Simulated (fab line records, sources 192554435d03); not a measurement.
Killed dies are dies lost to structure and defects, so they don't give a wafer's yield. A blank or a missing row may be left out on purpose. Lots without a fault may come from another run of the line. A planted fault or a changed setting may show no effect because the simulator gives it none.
Which tool did it? | flow n5_finfet | 10 lots, 30 wafers sampled, at 5 steps of a route of 1938

WHAT THE GAUGES READ, wafer by wafer
The record holds no reading of a measuring or inspecting step that can be judged against a usual standard deviation.

WHICH TOOL RAN EACH LOT (tool, then ch and the chambers of the sampled wafers, then the start)
lot  | N5_SDB_ETCH_25                    | N5_MIM_BOT_ETCH_ETCH_00           | N5_MIM_BOT_ETCH_STRIP_01           | N5_PASSIVATION_VIA_ETCH_13         | N5_PASSIVATION_PROBE_49
L353 | rie_diel-05 ch 1,2, day 4 04:37   | rie_metal-02 ch 0,1, day 13 16:28 | rie_diel-05 ch 1,2, day 13 16:37   | rie_diel-02 ch 0,1,3, day 13 18:12 | -
L354 | rie_diel-06 ch 2,3, day 4 08:40   | rie_metal-02 ch 0, day 14 19:07   | rie_diel-06 ch 0,1,2, day 14 19:26 | rie_diel-02 ch 0,2,3, day 14 21:28 | -
L356 | rie_diel-05 ch 2,3, day 4 19:25   | rie_metal-01 ch 0,1, day 14 12:17 | rie_diel-06 ch 0,1,3, day 14 12:25 | rie_diel-04 ch 0,3, day 14 13:52   | -
L357 | rie_diel-06 ch 0,1,2, day 5 02:00 | rie_metal-02 ch 0, day 14 13:01   | rie_diel-06 ch 0,1, day 14 13:12   | rie_diel-01 ch 0,1,3, day 14 15:52 | -
L360 | rie_diel-06 ch 0,2, day 5 19:32   | rie_metal-01 ch 0,1, day 14 18:00 | rie_diel-06 ch 0,3, day 14 18:08   | rie_diel-04 ch 0,3, day 14 19:26   | -
L362 | rie_diel-06 ch 0,2,3, day 6 07:25 | rie_metal-01 ch 0,1, day 16 00:55 | rie_diel-05 ch 0,3, day 16 01:08   | rie_diel-04 ch 0,1,2, day 16 02:48 | prober-02, day 16 09:07
L364 | rie_diel-06 ch 0,2,3, day 6 20:50 | rie_metal-03 ch 0,1, day 16 22:43 | rie_diel-05 ch 2,3, day 16 22:52   | rie_diel-04 ch 0,1, day 17 03:50   | prober-02, day 17 09:58
L372 | rie_diel-03 ch 0,3, day 8 19:28   | rie_metal-01 ch 1, day 18 21:49   | rie_diel-06 ch 0,2,3, day 18 21:57 | rie_diel-01 ch 1,2,3, day 18 23:40 | -
L374 | rie_diel-03 ch 0,1, day 9 07:24   | rie_metal-02 ch 1, day 20 14:02   | rie_diel-05 ch 1,2, day 20 14:10   | rie_diel-04 ch 0,2,3, day 20 16:00 | -
L375 | rie_diel-03 ch 0,1, day 9 15:43   | rie_metal-03 ch 1, day 20 00:41   | rie_diel-03 ch 0,1, day 20 00:52   | rie_diel-02 ch 1,3, day 20 02:38   | -
- N5_SDB_ETCH_25: etches SiO2 in C4F6/O2, target depth 10 nm, time 3.3 s.
- N5_MIM_BOT_ETCH_ETCH_00: etches TiN in Cl2/BCl3, target depth 45.5 nm.
- N5_MIM_BOT_ETCH_STRIP_01: strips in O2.
- N5_PASSIVATION_VIA_ETCH_13: etches SiO2 in CHF3/O2, target depth 660 nm, time 330 s.
- N5_PASSIVATION_PROBE_49

WHAT THE TOOLS THEMSELVES READ (means of the sampled wafers that have a number; where no wafer has one, the mark that the record gives instead)
N5_SDB_ETCH_25. Usual: O2_flow_sccm 10.003 sccm, standard deviation 0.03; drypump_motor_current_A 5.48 A, standard deviation 0.22; mfc_ar_sccm 299.8 sccm, standard deviation 0.69; oes_product_au 0.80 a.u., standard deviation 0.077; rf_vpp_V 669 V, standard deviation 5; showerhead_plenum_p_Torr 2.85 Torr, standard deviation 0.084; throttle_valve_pct 21.11 %, standard deviation 0.22.
lot  | tool        | O2_flow_sccm (sccm) | drypump_motor_current_A (A) | mfc_ar_sccm (sccm) | oes_product_au (a.u.) | rf_vpp_V (V) | showerhead_plenum_p_Torr (Torr) | throttle_valve_pct (%) | flag
L353 | rie_diel-05 | 10.003              | 5.65                        | 300.4              | 0.72                  | 673          | 2.90                            | 21.22                  |
L354 | rie_diel-06 | 10.043              | 5.33                        | 299.8              | 0.81                  | 673          | 2.87                            | 21.13                  |
L356 | rie_diel-05 | 9.999               | 5.70                        | 299.8              | 0.92                  | 671          | 2.90                            | 21.00                  |
L357 | rie_diel-06 | 10.031              | 5.55                        | 299.5              | 0.78                  | 669          | 2.83                            | 21.01                  |
L360 | rie_diel-06 | 10.007              | 5.45                        | 299.9              | 0.75                  | 667          | 2.77                            | 21.20                  |
L362 | rie_diel-06 | 10.024              | 5.37                        | 299.7              | 0.76                  | 670          | 2.81                            | 21.17                  |
L364 | rie_diel-06 | 9.989               | 5.37                        | 300.0              | 0.76                  | 670          | 2.81                            | 21.18                  |
L372 | rie_diel-03 | 10.005              | 5.35                        | 299.7              | 0.82                  | 667          | 2.87                            | 21.29                  |
L374 | rie_diel-03 | 9.979               | 5.45                        | 299.2              | 0.82                  | 671          | 2.87                            | 20.91                  |
L375 | rie_diel-03 | 10.009              | 5.46                        | 300.0              | 0.77                  | 669          | 2.86                            | 21.03                  |

N5_MIM_BOT_ETCH_ETCH_00. Usual: drypump_motor_current_A 5.4 A, standard deviation 0.47; mfc_ar_sccm 25.00 sccm, standard deviation 0.074; mfc_cl2_sccm 53.24 sccm, standard deviation 0.16; oes_product_au 0.82 a.u., standard deviation 0.074; throttle_valve_pct 21.82 %, standard deviation 0.16.
lot  | tool         | drypump_motor_current_A (A) | mfc_ar_sccm (sccm) | mfc_cl2_sccm (sccm) | oes_product_au (a.u.) | throttle_valve_pct (%) | flag
L353 | rie_metal-02 | 5.3                         | 25.03              | 53.32               | 0.69                  | 21.79                  |
L354 | rie_metal-02 | 6.0                         | 24.91              | 53.14               | 0.79                  | 21.94                  |
L356 | rie_metal-01 | 5.0                         | 25.05              | 53.17               | 0.82                  | 21.81                  |
L357 | rie_metal-02 | 6.1                         | 25.03              | 53.22               | 0.80                  | 21.92                  |
L360 | rie_metal-01 | 5.0                         | 24.98              | 53.26               | 0.82                  | 21.79                  |
L362 | rie_metal-01 | 5.0                         | 24.95              | 53.11               | 0.83                  | 21.77                  |
L364 | rie_metal-03 | 5.6                         | 24.98              | 53.08               | 0.81                  | 21.89                  |
L372 | rie_metal-01 | 5.0                         | 25.06              | 53.17               | 0.83                  | 21.78                  |
L374 | rie_metal-02 | 5.0                         | 24.92              | 53.37               | 0.92                  | 21.64                  |
L375 | rie_metal-03 | 5.4                         | 24.99              | 53.46               | 0.73                  | 22.08                  |

N5_MIM_BOT_ETCH_STRIP_01. Usual: drypump_motor_current_A 5.52 A, standard deviation 0.24; oes_product_au 0.78 a.u., standard deviation 0.086; rf_vpp_V 3.8 V, standard deviation 1.3; showerhead_plenum_p_Torr 2.09 Torr, standard deviation 0.062; throttle_valve_pct 16.68 %, standard deviation 0.24.
lot  | tool        | drypump_motor_current_A (A) | oes_product_au (a.u.) | rf_vpp_V (V) | showerhead_plenum_p_Torr (Torr) | throttle_valve_pct (%) | flag
L353 | rie_diel-05 | 5.78                        | 0.74                  | 3.9          | 2.09                            | 16.62                  |
L354 | rie_diel-06 | 5.54                        | 0.71                  | 2.6          | 2.05                            | 16.62                  |
L356 | rie_diel-06 | 5.58                        | 0.74                  | 4.2          | 2.05                            | 16.72                  |
L357 | rie_diel-06 | 5.64                        | 0.73                  | 3.4          | 2.02                            | 16.73                  |
L360 | rie_diel-06 | 5.46                        | 0.71                  | 2.5          | 2.02                            | 16.94                  |
L362 | rie_diel-05 | 5.27                        | 0.74                  | 3.6          | 2.15                            | 16.94                  |
L364 | rie_diel-05 | 5.82                        | 0.91                  | 3.9          | 2.08                            | 16.37                  |
L372 | rie_diel-06 | 5.37                        | 0.85                  | 3.4          | 2.12                            | 16.58                  |
L374 | rie_diel-05 | 5.64                        | 0.84                  | 4.3          | 2.10                            | 16.56                  |
L375 | rie_diel-03 | 5.46                        | 0.74                  | 4.4          | 2.09                            | 16.57                  |

N5_PASSIVATION_VIA_ETCH_13. Usual: O2_flow_sccm 4.997 sccm, standard deviation 0.015; drypump_motor_current_A 5.4 A, standard deviation 0.45; etch_rf_on_time_s 237 s, standard deviation 4.3; mfc_ar_sccm 200.0 sccm, standard deviation 0.57; oes_product_au 0.70 a.u., standard deviation 0.083; rf_vpp_V 525 V, standard deviation 5.4; showerhead_plenum_p_Torr 2.45 Torr, standard deviation 0.053; throttle_valve_pct 18.86 %, standard deviation 0.16.
lot  | tool        | O2_flow_sccm (sccm) | drypump_motor_current_A (A) | etch_rf_on_time_s (s) | mfc_ar_sccm (sccm) | oes_product_au (a.u.) | rf_vpp_V (V) | showerhead_plenum_p_Torr (Torr) | throttle_valve_pct (%) | flag
L353 | rie_diel-02 | 5.005               | 5.2                         | 241                   | 200.3              | 0.65                  | 526          | 2.50                            | 18.85                  |
L354 | rie_diel-02 | 5.005               | 5.1                         | 241                   | 199.8              | 0.66                  | 527          | 2.50                            | 19.03                  |
L356 | rie_diel-04 | 5.012               | 5.8                         | 239                   | 199.9              | 0.71                  | 524          | 2.41                            | 18.82                  |
L357 | rie_diel-01 | 5.004               | 5.3                         | 233                   | 199.9              | 0.72                  | 527          | 2.48                            | 18.80                  |
L360 | rie_diel-04 | 4.996               | 5.8                         | 240                   | 200.5              | 0.71                  | 524          | 2.41                            | 18.82                  |
L362 | rie_diel-04 | 4.981               | 5.9                         | 234                   | 199.5              | 0.73                  | 529          | 2.46                            | 18.88                  |
L364 | rie_diel-04 | 4.988               | 6.1                         | 232                   | 200.1              | 0.79                  | 532          | 2.49                            | 18.82                  |
L372 | rie_diel-01 | 4.993               | 5.1                         | 237                   | 199.5              | 0.68                  | 524          | 2.44                            | 18.95                  |
L374 | rie_diel-04 | 4.989               | 5.7                         | 237                   | 199.8              | 0.73                  | 526          | 2.39                            | 18.84                  |
L375 | rie_diel-02 | 5.000               | 5.2                         | 237                   | 200.1              | 0.64                  | 522          | 2.49                            | 18.79                  |

N5_PASSIVATION_PROBE_49. Usual: killed_at_M0_to_M3 36, standard deviation 11; killed_at_M4_up 13, standard deviation 5.1; killed_at_contacts 14, standard deviation 4.9; killed_at_front_end 41, standard deviation 10; killed_at_other 3.4, standard deviation 2.6; killed_dies 107, standard deviation 16; killed_on_rim 14, standard deviation 4; killed_open 70, standard deviation 11; killed_short 36, standard deviation 7.8.
lot  | tool      | killed_at_M0_to_M3 | killed_at_M4_up | killed_at_contacts | killed_at_front_end | killed_at_other | killed_dies | killed_on_rim | killed_open | killed_short | flag
L362 | prober-02 | 30                 | 8               | 18                 | 41                  | 2.3             | 99          | 14            | 66          | 31           |
L364 | prober-02 | 41                 | 14              | 11                 | 63                  | 2.3             | 132         | 21            | 69          | 33           |

THE ANSWER, worked out from the rows above alone
Rule: a lot is off if the mean of its wafers that have a number lies more than 3 standard deviations from the usual mean. A lot without any number at a reading at which 4 lots or more have one is off too. The other lots that the step has rows for count as sound. The gauges are gone through in route order, then the tools' own readings, and for those a lot's mean is taken as printed above. The first step at which some lot is off is used, and at that step the reading that is off furthest; a lot without a number counts as furthest.
No lot is off at any reading shown: from this, nothing can be told.

WHAT THE SIMULATOR HAD PUT IN
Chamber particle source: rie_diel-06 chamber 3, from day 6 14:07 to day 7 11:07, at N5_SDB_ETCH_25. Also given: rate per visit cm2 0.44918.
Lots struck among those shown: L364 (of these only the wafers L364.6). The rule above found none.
